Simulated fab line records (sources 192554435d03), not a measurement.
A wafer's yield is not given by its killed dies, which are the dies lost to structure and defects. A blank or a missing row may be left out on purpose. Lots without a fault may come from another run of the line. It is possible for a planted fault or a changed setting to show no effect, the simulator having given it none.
fab line records + flow n5-finfet
record
- lots=6
- wafers=16
- last-day=18
route steps=1938 shown BEOL_M9@1407
lots that met no fault: taken from a fault-free run of the same line
start-h: the number of hours between the record's first day and the start of the first shown wafer of the lot + wait-h: hours from the lot's prior step to this one + " unchanged from the row above + L1.1+2: one row covering several wafers at once + - either no value or no given start + * or withheld: withheld + < > ~ a bound
route shown NAME@n: a module of which the file shows steps, and the number in the route of the first + usual: the fault-free wafers' mean and standard deviation + same: alike in all rows + chamber/n: place in a boat + sites: readings site by site + _std_site: how widely they spread, as a standard deviation + _edge_site: outer sites' mean less inner sites' + radius-mm: how far each site lies from the wafer's centre + mask NAME#n: copy n + behind: the most recent tool/chamber to have shaped the wafer + hold: reason for holding the lot/hours on hold/outcome of the hold + device: the transistor (n, p or np) that didn't switch + end of line: the tests these same wafers got at the end of their route + a step given without rows: its recipe and nothing more + killed: dies that structure and defects cost at the first sort, which is not the same as the wafer's yield + map: per-die view of a wafer (x killed, . not killed, _ where there is no die)
set.NAME: the setting as run; set.NAME@STEP: as run at that earlier step + model.NAME: the simulator's own value behind a step, which no gauge read
certain route steps with their lots: each step a table, each wafer a row
services: when a tool's chamber went out of use (start-h, in hours from the record's first day, below 0 if earlier), for how many hours, and the reason
## steps
# step N5_BEOL_M9_COAT_60
# recipe
- resist=SiARC
- temp-c=220
- time-s=60
- spin-rpm=1500
- resist-thk-nm=30
# step N5_BEOL_M9_COAT_05
# recipe
- resist=CAR-ArF
- spin-rpm=1500
- resist-thk-nm=90
# step N5_BEOL_M9_EBR_07
# recipe
- solvent=PGMEA
- ebr-width-mm=1.5
# step N5_BEOL_M9_SOFTBAKE_06
# recipe
- temp-c=110
- time-s=60
- resist=CAR-ArF
# step N5_BEOL_M9_EXPOSE_08
# recipe
- mask-id=M9
- na=1.35
- source-shape=dipole
- sigma-inner=0.411
- sigma-outer=0.611
- polarization=te
- dose-mj=53.75
# step N5_BEOL_M9_PEB_09
# recipe
- peb-temp-c=withheld
- peb-time-s=60
- resist=CAR-ArF
# step N5_BEOL_M9_DEVELOP_10
# recipe
- develop-time-s=30
- developer=TMAH
- resist=CAR-ArF
- rinse-liquid=diw
- dry=air-spin
- dev-temp-c=23
# step N5_BEOL_M9_CD_MEAS_11
# recipe
- target-cd-nm=64.1
- landing-energy-ev=500
- detector=se-inlens
- polarity=opening
# usual
- cd-nm=63.8/0.66
| lot.wafer | tool      | chamber | start-h | wait-h | cd-nm |
|-----------|-----------|---------|---------|--------|-------|
| L289.1    | cd-sem-02 | 0       | 256.35  | -      | 63.5  |
| L289.2    | "         | 0       | "       | "      | 64.5  |
| L289.5    | "         | 0       | "       | "      | 64.0  |
| L296.3    | cd-sem-01 | 0       | 309.60  | -      | 63.2  |
| L296.4    | "         | 0       | "       | "      | 63.6  |
| L298.3    | cd-sem-02 | 0       | 318.47  | -      | 64.3  |
| L298.4    | "         | 0       | "       | "      | 64.5  |
| L301.1    | cd-sem-02 | 0       | 342.54  | -      | 63.0  |
| L301.3    | "         | 0       | "       | "      | 63.3  |
| L301.6    | "         | 0       | "       | "      | 64.3  |
| L303.2    | cd-sem-03 | 0       | 359.14  | -      | 63.7  |
| L303.3    | "         | 0       | "       | "      | 65.1  |
| L303.6    | "         | 0       | "       | "      | 64.5  |
| L304.2    | cd-sem-01 | 0       | 375.51  | -      | 65.2  |
| L304.3    | "         | 0       | "       | "      | 64.4  |
| L304.4    | "         | 0       | "       | "      | 65.6  |
# step N5_BEOL_M9_OVL_MEAS_12
# recipe
- points-per-wafer=44
# usual
- M9_OVL=-0.1/0.72
| lot.wafer | tool       | chamber | start-h | wait-h | M9_OVL[nm] |
|-----------|------------|---------|---------|--------|------------|
| L289.1    | overlay-02 | 0       | 256.38  | 0.0    | 0.0        |
| L289.2    | "          | 0       | "       | "      | -1.9       |
| L289.5    | "          | 0       | "       | "      | -1.6       |
| L296.3    | overlay-01 | 0       | 309.63  | 0.0    | -1.0       |
| L296.4    | "          | 0       | "       | "      | 0.3        |
| L298.3    | overlay-01 | 0       | 318.50  | 0.0    | 0.0        |
| L298.4    | "          | 0       | "       | "      | 1.6        |
| L301.1    | overlay-01 | 0       | 342.57  | 0.0    | -0.1       |
| L301.3    | "          | 0       | "       | "      | -1.1       |
| L301.6    | "          | 0       | "       | "      | 0.1        |
| L303.2    | overlay-02 | 0       | 359.17  | 0.0    | -0.2       |
| L303.3    | "          | 0       | "       | "      | 1.0        |
| L303.6    | "          | 0       | "       | "      | -0.1       |
| L304.2    | overlay-02 | 0       | 375.54  | 0.0    | 0.8        |
| L304.3    | "          | 0       | "       | "      | 0.8        |
| L304.4    | "          | 0       | "       | "      | -0.5       |
# step N5_BEOL_M9_INSPECT_13
# recipe
- mode=adi
- inspect-instrument=brightfield
# usual
- raw-defect-count=434/130
| lot.wafer | tool              | chamber | start-h | wait-h | raw-defect-count |
|-----------|-------------------|---------|---------|--------|------------------|
| L289.1    | defect-inspect-01 | -       | 256.40  | 0.0    | 303              |
| L289.2    | "                 | -       | "       | "      | 276              |
| L289.5    | "                 | -       | "       | "      | 333              |
| L296.3    | defect-inspect-02 | -       | 309.65  | 0.0    | 664              |
| L296.4    | "                 | -       | "       | "      | 495              |
| L298.3    | defect-inspect-02 | -       | 318.52  | 0.0    | 215              |
| L298.4    | "                 | -       | "       | "      | 326              |
| L301.1    | defect-inspect-01 | -       | 342.59  | 0.0    | 542              |
| L301.3    | "                 | -       | "       | "      | 497              |
| L301.6    | "                 | -       | "       | "      | 723              |
| L303.2    | defect-inspect-02 | -       | 359.20  | 0.0    | 372              |
| L303.3    | "                 | -       | "       | "      | 501              |
| L303.6    | "                 | -       | "       | "      | 312              |
| L304.2    | defect-inspect-02 | -       | 375.57  | 0.0    | 382              |
| L304.3    | "                 | -       | "       | "      | 277              |
| L304.4    | "                 | -       | "       | "      | 241              |
# step N5_BEOL_M9_DESCUM_16
# recipe
- chemistry=O2
- time-s=7.9
- source-power-w=50
- bias-power-w=20
- pressure-mtorr=20
- rf-frequency-hz=2.712e+07
- temp-c=40
- resist=CAR-ArF
- o2-flow-sccm=225
# usual
- drypump-motor-current-A=5.7/0.48
- oes-product-au=0.80/0.11
- rf-vpp-V=243.2/1.5
- showerhead-plenum-p-Torr=2.10/0.079
- throttle-valve-pct=20.5/0.3
| lot.wafer | tool        | chamber | start-h | wait-h | drypump-motor-current-A | oes-product-au | rf-hours-counter-h | rf-vpp-V | showerhead-plenum-p-Torr | throttle-valve-pct |
|-----------|-------------|---------|---------|--------|-------------------------|----------------|--------------------|----------|--------------------------|--------------------|
| L289.1    | rie-diel-02 | 3       | 256.44  | 0.0    | 5.5                     | 0.85           | 66                 | 244.5    | 2.24                     | 20.4               |
| L289.2    | "           | 0       | "       | "      | 5.2                     | 0.83           | 54                 | 241.1    | 2.06                     | 20.6               |
| L289.5    | "           | 1       | "       | "      | 6.2                     | 0.72           | -                  | 241.5    | 2.06                     | 20.3               |
| L296.3    | rie-diel-03 | 3       | 309.87  | 0.2    | 5.1                     | 0.70           | 240                | 244.2    | 2.06                     | 20.6               |
| L296.4    | "           | 2       | "       | "      | 5.3                     | 0.96           | 13                 | 243.6    | 2.13                     | 20.2               |
| L298.3    | rie-diel-03 | 1       | 318.56  | 0.0    | 5.7                     | 0.72           | 226                | 241.5    | 2.00                     | 20.9               |
| L298.4    | "           | 0       | "       | "      | 5.6                     | 0.98           | 9                  | 243.6    | 2.13                     | 20.4               |
| L301.1    | rie-diel-02 | 1       | 342.63  | 0.0    | 6.2                     | 0.69           | 239                | 241.8    | 2.05                     | 20.3               |
| L301.3    | "           | 2       | "       | "      | 5.6                     | 0.97           | 2                  | 244.9    | 2.25                     | 20.1               |
| L301.6    | "           | 3       | "       | "      | 5.5                     | 0.82           | -                  | 245.9    | 2.23                     | 20.5               |
| L303.2    | rie-diel-01 | 1       | 359.50  | 0.3    | 6.6                     | 0.92           | 17                 | 246.0    | 2.22                     | 19.9               |
| L303.3    | "           | 3       | "       | "      | 6.6                     | 0.70           | 225                | 243.4    | 2.17                     | 20.8               |
| L303.6    | "           | 1       | "       | "      | 6.6                     | 0.91           | -                  | 245.8    | 2.22                     | 19.9               |
| L304.2    | rie-diel-03 | 0       | 375.60  | 0.0    | 5.6                     | 0.94           | 25                 | 243.6    | 2.13                     | 20.4               |
| L304.3    | "           | 1       | "       | "      | 5.7                     | 0.70           | 243                | 241.5    | 2.00                     | 20.9               |
| L304.4    | "           | 0       | "       | "      | 5.6                     | 0.93           | -                  | 242.8    | 2.13                     | 20.4               |
# step N5_BEOL_M9_ETCH_61
# recipe
- chemistry=CF4
- target=SiARC
- target-depth-a=390
- mask-material=CAR-ArF
- time-s=65
- ion-energy-ev=80
- pressure-mtorr=40
- source-w=545
- bias-w=36
- Ar_flow_sccm=100
- cf4-flow-sccm=100
- ends=cleared
# usual
- drypump-motor-current-A=5.7/0.48
- etch-rf-on-time-s=64.4/1.7
- oes-product-au=0.69/0.094
- rf-vpp-V=184.1/1.1
- showerhead-plenum-p-Torr=2.14/0.076
- throttle-valve-pct=15.61/0.25
| lot.wafer | tool        | chamber | start-h | wait-h | drypump-motor-current-A | etch-rf-on-time-s | oes-product-au | rf-hours-counter-h | rf-vpp-V | showerhead-plenum-p-Torr | throttle-valve-pct |
|-----------|-------------|---------|---------|--------|-------------------------|-------------------|----------------|--------------------|----------|--------------------------|--------------------|
| L289.1    | rie-diel-02 | 3       | 256.47  | 0.0    | 5.5                     | 66.8              | 0.72           | 66                 | 185.3    | 2.25                     | 15.30              |
| L289.2    | "           | 0       | "       | "      | 5.2                     | 69.2              | 0.68           | 54                 | 182.8    | 2.10                     | 15.54              |
| L289.5    | "           | 1       | "       | "      | 6.2                     | 65.8              | 0.61           | -                  | 182.4    | 2.12                     | 15.59              |
| L296.3    | rie-diel-03 | 3       | 309.90  | 0.0    | 5.1                     | 63.9              | 0.60           | 240                | 184.4    | 2.10                     | 15.88              |
| L296.4    | "           | 2       | "       | "      | 5.3                     | 63.9              | 0.83           | 13                 | 183.1    | 2.19                     | 15.42              |
| L298.3    | rie-diel-03 | 1       | 318.60  | 0.0    | 5.7                     | 63.3              | 0.61           | 226                | 183.4    | 2.03                     | 15.90              |
| L298.4    | "           | 0       | "       | "      | 5.6                     | 61.7              | 0.85           | 9                  | 185.1    | 2.19                     | 15.59              |
| L301.1    | rie-diel-02 | 1       | 342.66  | 0.0    | 6.2                     | 65.3              | 0.59           | 239                | 183.8    | 2.11                     | 15.66              |
| L301.3    | "           | 2       | "       | "      | 5.6                     | 64.8              | 0.81           | 2                  | 184.5    | 2.27                     | 15.21              |
| L301.6    | "           | 3       | "       | "      | 5.5                     | 65.4              | 0.70           | -                  | 184.5    | 2.24                     | 15.37              |
| L303.2    | rie-diel-01 | 1       | 359.53  | 0.0    | 6.6                     | 61.3              | 0.81           | 17                 | 185.8    | 2.29                     | 15.12              |
| L303.3    | "           | 3       | "       | "      | 6.6                     | 64.2              | 0.59           | 225                | 185.0    | 2.20                     | 15.94              |
| L303.6    | "           | 1       | "       | "      | 6.6                     | 61.1              | 0.82           | -                  | 184.9    | 2.29                     | 15.11              |
| L304.2    | rie-diel-03 | 0       | 375.63  | 0.0    | 5.6                     | 61.6              | 0.81           | 25                 | 184.3    | 2.18                     | 15.63              |
| L304.3    | "           | 1       | "       | "      | 5.7                     | 63.5              | 0.61           | 243                | 182.7    | 2.02                     | 15.92              |
| L304.4    | "           | 0       | "       | "      | 5.6                     | 61.6              | 0.81           | -                  | 184.1    | 2.18                     | 15.63              |
# step N5_BEOL_M9_ETCH_62
# recipe
- chemistry=N2/H2
- target=SOC
- target-depth-a=1100
- overetch-a=220
- mask-material=SiARC
- temp-c=40
- time-s=165
- ion-energy-ev=200
- pressure-mtorr=30
- source-w=840
- bias-w=150
- n2-flow-sccm=200
- h2-flow-sccm=200
# usual
- drypump-motor-current-A=5.7/0.48
- oes-product-au=0.68/0.088
- rf-vpp-V=524.0/2.7
- showerhead-plenum-p-Torr=2.54/0.091
- throttle-valve-pct=17.8/0.32
| lot.wafer | tool        | chamber | start-h | wait-h | drypump-motor-current-A | oes-product-au | rf-hours-counter-h | rf-vpp-V | showerhead-plenum-p-Torr | throttle-valve-pct | model.SiARC_of_BEOL_M9_COAT_60.thk-nm |
|-----------|-------------|---------|---------|--------|-------------------------|----------------|--------------------|----------|--------------------------|--------------------|---------------------------------------|
| L289.1    | rie-diel-02 | 3       | 256.52  | 0.0    | 5.5                     | 0.73           | 66                 | 527.2    | 2.65                     | 17.4               | 24                                    |
| L289.2    | "           | 0       | "       | "      | 5.3                     | 0.70           | 55                 | 522.5    | 2.48                     | 17.7               | 24                                    |
| L289.5    | "           | 1       | "       | "      | 6.2                     | 0.61           | -                  | 522.9    | 2.52                     | 17.9               | 23.8                                  |
| L296.3    | rie-diel-03 | 3       | 309.95  | 0.0    | 5.1                     | 0.59           | 240                | 523.3    | 2.52                     | 18.2               | 23.4                                  |
| L296.4    | "           | 2       | "       | "      | 5.3                     | 0.87           | 13                 | 524.9    | 2.58                     | 17.5               | 24.2                                  |
| L298.3    | rie-diel-03 | 1       | 318.65  | 0.0    | 5.7                     | 0.60           | 226                | 519.8    | 2.42                     | 18.3               | 23.2                                  |
| L298.4    | "           | 0       | "       | "      | 5.7                     | 0.87           | 9                  | 525.8    | 2.60                     | 17.8               | 23.8                                  |
| L301.1    | rie-diel-02 | 1       | 342.71  | 0.0    | 6.3                     | 0.59           | 239                | 520.4    | 2.51                     | 17.9               | 23.6                                  |
| L301.3    | "           | 2       | "       | "      | 5.6                     | 0.81           | 2                  | 528.9    | 2.71                     | 17.4               | 23.2                                  |
| L301.6    | "           | 3       | "       | "      | 5.5                     | 0.69           | -                  | 526.3    | 2.64                     | 17.5               | 23.8                                  |
| L303.2    | rie-diel-01 | 1       | 359.58  | 0.0    | 6.6                     | 0.78           | 17                 | 528.6    | 2.70                     | 17.3               | 23.6                                  |
| L303.3    | "           | 3       | "       | "      | 6.6                     | 0.58           | 225                | 525.5    | 2.63                     | 18.3               | 23.2                                  |
| L303.6    | "           | 1       | "       | "      | 6.6                     | 0.78           | -                  | 527.1    | 2.70                     | 17.3               | 23.6                                  |
| L304.2    | rie-diel-03 | 0       | 375.68  | 0.0    | 5.7                     | 0.78           | 25                 | 526.0    | 2.59                     | 17.8               | 23.2                                  |
| L304.3    | "           | 1       | "       | "      | 5.7                     | 0.59           | 243                | 520.6    | 2.42                     | 18.3               | 23.4                                  |
| L304.4    | "           | 0       | "       | "      | 5.6                     | 0.78           | -                  | 526.5    | 2.59                     | 17.8               | 23.2                                  |
# step N5_BEOL_M9_STRIP_68
# recipe
- chemistry=N2/H2
- temp-c=40
- n2-flow-sccm=200
- h2-flow-sccm=200
- rf-frequency-hz=6e+07
## services
| tool        | chamber | start-h | hours | kind                          |
|-------------|---------|---------|-------|-------------------------------|
| rie-diel-01 | 2       | 237.75  | 12.4  | repair                        |
| rie-diel-03 | 2       | 244.14  | -     | clean                         |
| rie-diel-03 | 2       | 244.14  | -     | consumable-replace:focus-ring |
| rie-diel-03 | 2       | 244.14  | 16.8  | scheduled-down                |
| rie-diel-03 | 2       | 244.14  | 16.8  | vent-cycle                    |
| rie-diel-01 | 2       | 250.55  | -     | clean                         |
| rie-diel-01 | 2       | 250.55  | -     | consumable-replace:focus-ring |
| rie-diel-03 | 0       | 270.19  | -     | clean                         |
| rie-diel-03 | 0       | 270.19  | -     | consumable-replace:focus-ring |
| rie-diel-03 | 0       | 270.19  | 14.2  | scheduled-down                |
| rie-diel-03 | 0       | 270.19  | 14.2  | vent-cycle                    |
| rie-diel-02 | 2       | 301.04  | 12.7  | repair                        |
| rie-diel-02 | 2       | 313.75  | -     | clean                         |
| rie-diel-02 | 2       | 313.75  | -     | consumable-replace:focus-ring |
| rie-diel-02 | 2       | 313.75  | -     | consumable-replace:showerhead |
| rie-diel-02 | 2       | 313.75  | 21.5  | scheduled-down                |
| rie-diel-02 | 2       | 313.75  | 21.5  | vent-cycle                    |
| rie-diel-01 | 1       | 326.94  | 2.6   | repair                        |
| rie-diel-02 | 1       | 334.58  | 3.1   | repair                        |
| rie-diel-03 | 3       | 354.99  | -     | clean                         |
| rie-diel-03 | 3       | 354.99  | -     | consumable-replace:esc        |
| rie-diel-03 | 3       | 354.99  | -     | consumable-replace:focus-ring |
| rie-diel-03 | 3       | 354.99  | 22.3  | scheduled-down                |
| rie-diel-03 | 3       | 354.99  | 22.3  | vent-cycle                    |
## key
first-sign none at tools or gauges
model-effect
- step=N5_BEOL_M9_ETCH_62
- value=SiARC_of_BEOL_M9_COAT_60.thk-nm
- without=23.4
- struck=24
met-at N5_BEOL_M9_ETCH_62
struck-wafers L296.4,L298.4
sort-left-out L296.4,L298.4
fault
- kind=process-parameter-drift
- tool=rie-diel-03
- chamber=-
- onset-h=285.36
- steps=N5_BEOL_M9_ETCH_62
- channel=time-s
- offset=*
- shape=step
- end-h=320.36
- scope=struck-wafers-only
- acts-in=*
- stated=*
# sort-left-out: the simulated sort isn't trusted on such a fault, so these wafers' sort isn't shown, and their yield isn't known
